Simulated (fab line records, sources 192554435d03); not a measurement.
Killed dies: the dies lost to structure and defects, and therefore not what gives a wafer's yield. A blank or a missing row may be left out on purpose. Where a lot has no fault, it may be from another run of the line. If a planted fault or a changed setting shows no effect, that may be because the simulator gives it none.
Comparing a struck lot with a sound one | flow n5Finfet | 15 steps out of a route of 1938
Sound: the wafers L888.1, L888.4, L888.6. Struck: wafer L901.6; the same lot's L901.2 was not struck, so it is left out; see the end for the cause.
For every step that has rows: the tool of each side, followed by ch and its chambers, followed by its first start. Under that, the readings that differ: sound wafers | struck wafers | difference of the means | sigmas: that difference in standard deviations of wafers without a fault.
alike: readings whose means differ by less than 2 such deviations, and words and numbers that are the same on both sides. not compared: withheld readings, readings that some wafer has no value for, bounds like >300 that may hide the same value, and numbers for which the record gives no deviation and whose values overlap.
A row with sigmas, a row that says differs or no value, or rows on one side alone: a step with any of these is where the two part. When numbers do not overlap yet have no deviation, they are printed without sigmas and do not part them. Lack of a reading on every wafer of one side parts them only where that side has two or more wafers.

first, 8 steps without rows for these wafers: N5_BEOL_M11_COAT_63 (time 60 s, resist thk 100 nm); N5_BEOL_M11_COAT_64 (time 60 s, resist thk 30 nm); N5_BEOL_M11_COAT_22 (resist thk 90 nm); N5_BEOL_M11_EBR_24; N5_BEOL_M11_SOFTBAKE_23 (time 60 s); N5_BEOL_M11_EXPOSE_25 (exposes mask V10); N5_BEOL_M11_PEB_26 (peb time 60 s); N5_BEOL_M11_DEVELOP_27 (develop time 30 s).
N5_BEOL_M11_CD_MEAS_28 targets a cd of 70 nm.
  sound on cdSem-03 ch 0, day 12 06:55; struck on cdSem-03 ch 0, day 16 05:05
reading   | sound          | struck | difference | sigmas
cdNm (nm) | 70.0 72.7 71.8 | 67.9   | -3.6       | -2
N5_BEOL_M11_OVL_MEAS_29:
  sound on overlay-02 ch 0, day 12 06:56; struck on overlay-02 ch 0, day 16 05:07
  alike: V10_OVL
N5_BEOL_M11_INSPECT_30: inspects for defects (brightfield).
  sound on defectInspect-02 at day 12 06:58; struck on defectInspect-01 at day 16 05:09
  alike: rawDefectCount
N5_BEOL_M11_DESCUM_33: chemistry O2, time 7.9 s.
  sound on rieDiel-03 ch 0,2,3, day 12 07:00; struck on rieDiel-04 ch 1, day 16 05:11
  alike: biasPowerW, drypumpMotorCurrentA, oesProductAu, rfVppV, showerheadPlenumPTorr, throttleValvePct
  not compared: rfHoursCounterH
N5_BEOL_M11_ETCH_65: etches SiARC in CF4, target depth 39 nm, time 65 s.
  sound on rieDiel-03 ch 0,2,3, day 12 07:02; struck on rieDiel-04 ch 1, day 16 05:13
reading             | sound          | struck | difference | sigmas
etchRfOnTimeS (s)   | 64.1 65.6 65.2 | 125.0  | +60.0      | +33
oesProductAu (a.u.) | 0.75 0.80 0.71 | 0.55   | -0.20      | -4
  alike: drypumpMotorCurrentA, rfVppV, showerheadPlenumPTorr, throttleValvePct
  not compared: biasW, rfHoursCounterH
N5_BEOL_M11_ETCH_66: etches SOC in N2/H2, target depth 120 nm, overetch 24 nm, time 180 s.
  sound on rieDiel-03 ch 0,2,3, day 12 07:05; struck on rieDiel-04 ch 1, day 16 05:16
  alike: biasW, drypumpMotorCurrentA, oesProductAu, rfVppV, showerheadPlenumPTorr, throttleValvePct
  not compared: rfHoursCounterH
N5_PASSIVATION_PROBE_49:
  sound on prober-01 at day 14 10:50; struck on prober-01 at day 18 00:26
reading                 | sound          | struck | difference | sigmas
defectLimitedYield (%)  | 91.4 92.2 89.6 | 94.7   | +3.6       | +3
killed_at_M4_up         | 24 17 34       | 7      | -18        | -3
killedDies              | 101 92 123     | 63     | -42        | -2
killedOpen              | 69 60 86       | 45     | -27        | -2
sort_bin_5_function (%) | 4.7 4.3 6.2    | 3.1    | -2.0       | -2
sort_bin_6_memory (%)   | 3.5 3.1 3.7    | 1.9    | -1.5       | -2
sortNPass               | 1079 1088 1057 | 1117   | +42        | +2
sortYieldPct (%)        | 91.4 92.2 89.6 | 94.7   | +3.6       | +2
  alike: killed_at_M0_to_M3, killedAtContacts, killedAtFrontEnd, killedAtOther, killedShort, sort_bin_8_speed

WHERE THEY PART
Last at N5_PASSIVATION_PROBE_49 as far as this record goes, first at N5_BEOL_M11_CD_MEAS_28.

WHY: what had been put in by the simulator
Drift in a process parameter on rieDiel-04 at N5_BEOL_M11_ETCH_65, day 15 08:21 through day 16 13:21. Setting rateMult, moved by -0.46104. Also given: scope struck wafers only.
